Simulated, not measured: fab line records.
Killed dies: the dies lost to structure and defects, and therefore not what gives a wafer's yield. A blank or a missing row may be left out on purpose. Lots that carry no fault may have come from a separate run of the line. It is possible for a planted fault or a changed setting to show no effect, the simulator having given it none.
Which of the tools did it?    flow nand-harc    6 lots with 18 wafers sampled at 4 steps, on a route of 1159 steps

WHAT THE GAUGES SHOWED, per wafer
NHARC_A_ONON_D1_THK_MEAS_08: measures by ellipsometry.
lot   measured      on             thk-nm (nm)
L771  day 8 06:17   film-metro-02  998 997 998
L777  day 9 10:51   film-metro-02  1838 996 1837
L784  day 10 18:22  film-metro-02  975 976 975
L785  day 11 14:00  film-metro-02  1006 1006 1007
L789  day 12 04:02  film-metro-02  990 990 989
L793  day 13 09:52  film-metro-02  989 988 988

WHICH TOOL RAN EACH LOT (tool, then ch and the chambers of the sampled wafers, then the start)
lot   NHARC_P_BONDPAD_ETCH_37             NHARC_P_BONDPAD_ETCH_12                        NHARC_A_ONON_D1_DEP_06
L771  rie-diel-05 ch 0,2,3, day 7 02:49   rie-diel-05 ch 0,3, day 8 05:47 or earlier     pecvd-onon-04 ch 0, day 8 05:47
L777  rie-diel-11 ch 0,1,3, day 8 05:31   rie-diel-11 ch 1,2, day 9 10:23 or earlier     pecvd-onon-04 ch 0, day 9 10:23
L784  rie-diel-11 ch 0,3, day 9 14:50     rie-diel-11 ch 0,2,3, day 10 17:55 or earlier  pecvd-onon-01 ch 0, day 10 17:55
L785  rie-diel-11 ch 1,3, day 10 09:35    rie-diel-11 ch 2,3, day 11 13:29 or earlier    pecvd-onon-02 ch 0, day 11 13:29
L789  rie-diel-11 ch 1,2,3, day 11 00:33  rie-diel-11 ch 0,2,3, day 12 03:35 or earlier  pecvd-onon-01 ch 0, day 12 03:35
L793  rie-diel-11 ch 1,2,3, day 12 07:00  rie-diel-11 ch 1,2, day 13 09:28 or earlier    pecvd-onon-04 ch 0, day 13 09:28
- NHARC_P_BONDPAD_ETCH_37: etches the open film in N2/H2, target depth 60 nm, overetch 18 nm, time 65.91 s.
- NHARC_P_BONDPAD_ETCH_12: etches the open film in CHF3/O2, target depth 200 nm, time 100 s.
- NHARC_A_ONON_D1_DEP_06: target thk 1000 nm.

THE ANSWER, worked out from the rows above alone
Rule: usual is defined by the lots themselves. Put in order of their means at a reading, lots are off if they are a third of the lots or fewer, leave a main group of 4 or more, and stand apart from it by a gap of 3 or more times the standard deviation of the main group's means; of several such gaps the widest counts. Not used: any main group whose means are identical at the precision the tables above print for the reading. A lot without any number at a reading at which 4 lots or more have one is off too. All remaining lots with rows at the step are treated as sound.
Off: L777, at NHARC_A_ONON_D1_THK_MEAS_08 (thk-nm). The main group: mean 991 nm, standard deviation 10.
If a tool, at a process step before that reading, ran all the lots that are off and no sound lot after the first of them, it fits. The gauges at NHARC_A_ONON_D1_THK_MEAS_08 are tried like those tools. NHARC_P_BONDPAD_ETCH_12 gives no start for some lots, so the hours and the order of its lots are those of NHARC_A_ONON_D1_DEP_06. None of those tried fits.

WHAT THE SIMULATOR HAD INSERTED
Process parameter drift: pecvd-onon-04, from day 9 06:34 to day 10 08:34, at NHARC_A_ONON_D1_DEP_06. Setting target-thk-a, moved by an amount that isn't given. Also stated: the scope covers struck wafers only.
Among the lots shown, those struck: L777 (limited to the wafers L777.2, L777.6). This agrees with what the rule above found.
